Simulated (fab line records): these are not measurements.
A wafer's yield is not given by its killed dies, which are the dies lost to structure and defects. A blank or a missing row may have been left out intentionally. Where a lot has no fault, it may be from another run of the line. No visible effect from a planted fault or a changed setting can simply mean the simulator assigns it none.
Which of the tools did it?	flow n5 finfet	Sampling: 13 lots, 33 wafers, 5 of 1938 route steps

WHAT THE GAUGES READ, wafer by wafer
Not one reading of a measure or inspect step in the record can be checked against a usual standard deviation.

TOOL THAT RAN EACH LOT (tool first, then ch and the chambers of the sampled wafers, then the start)
lot	N5_BEOL_M6_STRIP_36	N5_BEOL_M6_ALD_77	N5_BEOL_M6_CVD_78	N5_BEOL_M6_SPUTTER_48	N5_PASSIVATION_PROBE_49
L105	rie diel-01 ch 2,3, day 10 04:37	ald metal-03 ch 0,2,3, day 10 05:31	cvd co-02 ch 0,2, day 10 06:05	pvd sputter-01, day 10 07:46	-
L107	rie diel-06 ch 0,2, day 10 07:35	ald metal-03 ch 1,2,3, day 10 08:37	cvd co-02 ch 0,1,2, day 10 09:02	pvd sputter-03, day 10 09:11	-
L106	rie diel-01 ch 1,2, day 10 08:16	ald metal-01 ch 1,3, day 10 09:10	cvd co-02 ch 0,1,2, day 10 09:44	pvd sputter-02, day 10 11:30	-
L110	rie diel-01 ch 1,3, day 10 13:28	ald metal-04 ch 0,1, day 10 14:17	cvd co-01 ch 0,1, day 10 14:38	pvd sputter-01, day 10 14:44	-
L108	rie diel-01 ch 0,1,3, day 10 16:31	ald metal-03 ch 1,2, day 10 17:21	cvd co-02 ch 0,2, day 10 19:23	pvd sputter-02, day 10 19:43	-
L111	rie diel-06 ch 1,2, day 10 23:34	ald metal-04 ch 0,1, day 11 01:56	cvd co-01 ch 1,2, day 11 02:31	pvd sputter-01, day 11 02:35	-
L116	rie diel-06 ch 0,2,3, day 12 06:31	ald metal-03 ch 0,1,2, day 12 07:47	cvd co-02 ch 0,2, day 12 08:23	pvd sputter-02, day 12 09:58	prober-01, day 16 07:10
L120	rie diel-03 ch 0,3, day 13 11:02	ald metal-04 ch 1,2,3, day 13 12:13	cvd co-02 ch 0,1, day 13 12:34	pvd sputter-03, day 13 12:41	-
L118	rie diel-01 ch 1, day 13 11:05	ald metal-03 ch 1, day 13 11:59	cvd co-02 ch 0, day 13 12:31	pvd sputter-03, day 13 12:37	prober-01, day 17 11:43
L122	rie diel-06 ch 0,1, day 14 03:34	ald metal-01 ch 0,2, day 14 04:39	cvd co-01 ch 0, day 14 05:04	pvd sputter-01, day 14 05:25	-
L125	rie diel-06 ch 0,1, day 14 11:12	ald metal-03 ch 1,2, day 14 13:51	cvd co-01 ch 0, day 14 14:14	pvd sputter-01, day 14 14:29	-
L126	rie diel-06 ch 0,2,3, day 14 13:42	ald metal-04 ch 2,3, day 14 14:51	cvd co-01 ch 0,1,2, day 14 15:19	pvd sputter-01, day 14 15:37	prober-01, day 18 14:19
L128	rie diel-01 ch 0,1, day 15 06:32	ald metal-04 ch 0,1,3, day 15 07:28	cvd co-01 ch 0,1,2, day 15 07:49	pvd sputter-02, day 15 07:58	-
- N5_BEOL_M6_STRIP_36: strips in N2/H2.
- N5_BEOL_M6_ALD_77: deposits TaN, target thk 2 nm, pulse time 2 s, purge time 3 s.
- N5_BEOL_M6_CVD_78: deposits Co from CCTBA/H2, target thk 2 nm, time 142.3 s.
- N5_BEOL_M6_SPUTTER_48: material Cu, target thk 10 nm, time 1.667 s.
- N5_PASSIVATION_PROBE_49

WHAT THE TOOLS THEMSELVES READ (means of the sampled wafers that have a number; where no wafer has one, the mark that the record gives instead)
N5_BEOL_M6_STRIP_36. Usual: drypump motor current A 5.7 A, standard deviation 0.48; oes product au 0.82 a.u., standard deviation 0.087; rf vpp V 59.1 V, standard deviation 1.3; showerhead plenum p Torr 2.48 Torr, standard deviation 0.056; throttle valve pct 23.6 %, standard deviation 0.31.
lot	tool	drypump motor current A (A)	oes product au (a.u.)	rf vpp V (V)	showerhead plenum p Torr (Torr)	throttle valve pct (%)	flag
L105	rie diel-01	6.0	0.84	57.8	2.46	23.4	
L107	rie diel-06	5.5	0.82	60.2	2.48	23.4	
L106	rie diel-01	6.0	0.89	59.0	2.46	23.5	
L110	rie diel-01	6.2	0.86	60.6	2.46	23.2	
L108	rie diel-01	5.8	0.80	58.4	2.47	23.5	
L111	rie diel-06	5.3	0.78	58.4	2.53	23.9	
L116	rie diel-06	5.6	0.87	58.4	2.49	23.6	
L120	rie diel-03	5.4	0.71	59.1	2.46	24.0	
L118	rie diel-01	6.3	0.88	59.1	2.45	23.3	
L122	rie diel-06	5.8	0.83	57.7	2.44	23.4	
L125	rie diel-06	5.8	0.82	59.6	2.44	23.4	
L126	rie diel-06	5.5	0.82	60.1	2.48	23.6	
L128	rie diel-01	5.3	0.86	58.5	2.47	23.6	

N5_BEOL_M6_ALD_77. Usual: heater power w at 433 W, with a standard deviation of 47.
lot	tool	heater power w (W)	flag
L105	ald metal-03	406	
L107	ald metal-03	428	
L106	ald metal-01	434	
L110	ald metal-04	428	
L108	ald metal-03	485	
L111	ald metal-04	424	
L116	ald metal-03	459	
L120	ald metal-04	459	
L118	ald metal-03	480	
L122	ald metal-01	376	
L125	ald metal-03	478	
L126	ald metal-04	448	
L128	ald metal-04	432	

N5_BEOL_M6_CVD_78. Usual: run length s at 165.2 s, with a standard deviation of 0.36.
lot	tool	run length s (s)	flag
L105	cvd co-02	165.3	
L107	cvd co-02	165.4	
L106	cvd co-02	165.3	
L110	cvd co-01	164.7	
L108	cvd co-02	165.5	
L111	cvd co-01	164.8	
L116	cvd co-02	165.4	
L120	cvd co-02	146.0	OFF
L118	cvd co-02	107.3	OFF
L122	cvd co-01	164.8	
L125	cvd co-01	164.7	
L126	cvd co-01	165.1	
L128	cvd co-01	165.1	

N5_BEOL_M6_SPUTTER_48. Usual: bias v 60.0 V, standard deviation 0.6; substrate temp c -20.01 C, standard deviation 0.11; throttle valve pct 30.2 %, standard deviation 1.4.
lot	tool	bias v (V)	substrate temp c (C)	throttle valve pct (%)	flag
L105	pvd sputter-01	59.9	-20.00	29.8	
L107	pvd sputter-03	59.1	-20.09	31.6	
L106	pvd sputter-02	60.4	-20.02	30.5	
L110	pvd sputter-01	59.9	-20.05	29.2	
L108	pvd sputter-02	59.8	-20.04	30.2	
L111	pvd sputter-01	60.1	-20.07	28.8	
L116	pvd sputter-02	60.0	-20.01	29.6	
L120	pvd sputter-03	59.7	-20.05	31.0	
L118	pvd sputter-03	61.1	-19.91	33.4	
L122	pvd sputter-01	60.0	-19.97	30.6	
L125	pvd sputter-01	60.0	-20.04	30.1	
L126	pvd sputter-01	60.3	-19.94	30.1	
L128	pvd sputter-02	59.9	-19.96	29.8	

N5_PASSIVATION_PROBE_49. Usual: killed_at_M0_to_M3 35, standard deviation 11; killed_at_M4_up 14, standard deviation 5.4; killed at contacts 13, standard deviation 6; killed at front end 38, standard deviation 11; killed at other 3.4, standard deviation 2.6; killed dies 104, standard deviation 19; killed open 68, standard deviation 13; killed short 34, standard deviation 8.5.
lot	tool	killed_at_M0_to_M3	killed_at_M4_up	killed at contacts	killed at front end	killed at other	killed dies	killed open	killed short	flag
L116	prober-01	43	13	13	36	3.7	108	70	38	
L118	prober-01	30	12	17	21	1.0	81	51	27	
L126	prober-01	21	15	10	32	1.7	80	58	22	

THE ANSWER, worked out from the rows above alone
Rule: lot off if the mean of its wafers having a number is beyond 3 standard deviations from the usual mean. Also off: a lot with no number at a reading for which 4 or more lots have one. All remaining lots with rows at the step are treated as sound. The gauges are gone through in route order, then the tools' own readings, and for those a lot's mean is taken as printed above. The first step at which some lot is off is used, and at that step the reading that is off furthest; a lot without a number counts as furthest.
Off at N5_BEOL_M6_CVD_78 (run length s): L120, L118.
A tool fits if, at that step or a process step before it, it ran every lot that is off, and no sound lot after the first of them. One fits: cvd co-02 at N5_BEOL_M6_CVD_78. Its last sound lot is L116 (day 12 08:23), its first lot that is off L118 (day 13 12:31): a fault that began between those two fits.
The tool's own readings at N5_BEOL_M6_CVD_78 bear it out: on the lots that are off they differ by more than 5 times the standard deviation of the sound lots' means. run length s reads 126.7 s there against 165.1 s on the sound lots.

WHAT THE SIMULATOR PUT IN
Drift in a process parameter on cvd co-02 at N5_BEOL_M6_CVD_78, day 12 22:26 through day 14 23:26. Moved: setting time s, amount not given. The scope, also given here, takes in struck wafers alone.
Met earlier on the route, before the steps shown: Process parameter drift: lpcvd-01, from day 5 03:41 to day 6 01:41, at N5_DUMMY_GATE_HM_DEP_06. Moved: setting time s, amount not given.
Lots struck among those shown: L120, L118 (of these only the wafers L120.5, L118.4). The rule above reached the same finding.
